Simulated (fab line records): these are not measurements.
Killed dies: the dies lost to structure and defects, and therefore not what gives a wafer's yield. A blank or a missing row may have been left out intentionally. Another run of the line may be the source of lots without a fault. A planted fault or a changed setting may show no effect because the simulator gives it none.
Split-lot study ; flow n5-finfet ; 21 wafers read across 7 lots, on a route 1938 steps long

== THE SPLIT ITSELF ==
At N5_BEOL_M13_CMP_49 (polishes, stops on SiOC, t overpolish 17.1 s, target thk 420 nm), the setting down-force-psi was moved away from the recipe's 1 psi on 6 of the 21 wafers read, by -14.2% to +10.0%. All remaining wafers had this setting at the recipe value.

The split's own step is where the reading is taken.

== THE READING ==
barrier-field-endpoint-s, in s, at N5_BEOL_M13_CMP_49 (polishes, stops on SiOC, t overpolish 17.1 s, target thk 420 nm). A value of 30.1 s with a standard deviation of 0.64 s is what fault-free wafers of this fab line usually give.

wafer;tool, chamber at the split;down-force-psi as run, psi;against the recipe;barrier-field-endpoint-s, s;against lot-mates on the recipe
L075.4;cmp-04, 2;0.9169;-8.3%;33.6;no lot-mate on the recipe
L075.2;cmp-04, 3;0.9169;-8.3%;33.6;no lot-mate on the recipe
L075.5;cmp-04, 2;0.9169;-8.3%;33.3;no lot-mate on the recipe
L081.4;cmp-02, 1;1;recipe;29.0;-
L081.5;cmp-02, 2;1;recipe;30.1;-
L081.6;cmp-02, 3;1;recipe;29.5;-
L082.3;cmp-01, 1;1;recipe;30.5;-
L082.2;cmp-01, 3;1;recipe;30.0;-
L082.6;cmp-01, 1;1;recipe;30.5;-
L085.2;cmp-04, 1;1.1;+10.0%;27.8;-2.5
L085.1;cmp-04, 3;1.1;+10.0%;28.1;-2.2
L085.5;cmp-04, 0;1;recipe;30.3;-
L088.2;cmp-02, 1;1;recipe;29.3;-
L088.6;cmp-02, 3;1;recipe;30.0;-
L088.5;cmp-02, 0;0.8576;-14.2%;34.3;+4.6
L093.2;cmp-04, 2;1;recipe;29.6;-
L093.4;cmp-04, 3;1;recipe;30.6;-
L093.6;cmp-04, 2;1;recipe;29.5;-
L095.4;cmp-04, 2;1;recipe;31.4;-
L095.1;cmp-04, 0;1;recipe;29.9;-
L095.3;cmp-04, 1;1;recipe;30.6;-

THE FIT
A straight line over all 21 wafers: barrier-field-endpoint-s changes by -0.302 s for each +1% of down-force-psi; r = -0.93; the points scatter about the line by 0.68 s.
The same after taking each lot's own level away (the mean of its wafers on the recipe; 18 wafers): -0.282 s for each +1%; r = -0.95; scatter 0.48 s.
That fit puts the effect of the largest move of down-force-psi on the reading at 4 s.
From 29.53 to 30.63 s: that is the span of the lots' own levels, equal to 1.7 times the standard deviation above.
Hence the lot-to-lot level has little effect on the slope; both slopes agree.
Check: for one of the wafers moved furthest among these (-14.2%), held out of the fit, the line's prediction against its lot-mates is +3.35 s. Against them it came out at +4.65 s.
Tool readings at the split's step, against how far the setting was moved: barrier-field-endpoint-s r = -0.93.

== FURTHER SPLITS ON THESE WAFERS ==
Before the reading, these wafers also passed through other splits. Each is held against what the fit with the lots' levels taken away leaves over:
other split on the same wafers;wafers away from the commonest value;r with barrier-field-endpoint-s (lot level and that fit taken away)
N5_BEOL_M12_SPUTTER_44 time-s;6;-0.17

== THE FILE'S OWN FIT ==
barrier-field-endpoint-s changes by -0.296 s for each +1% of down-force-psi, r = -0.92.
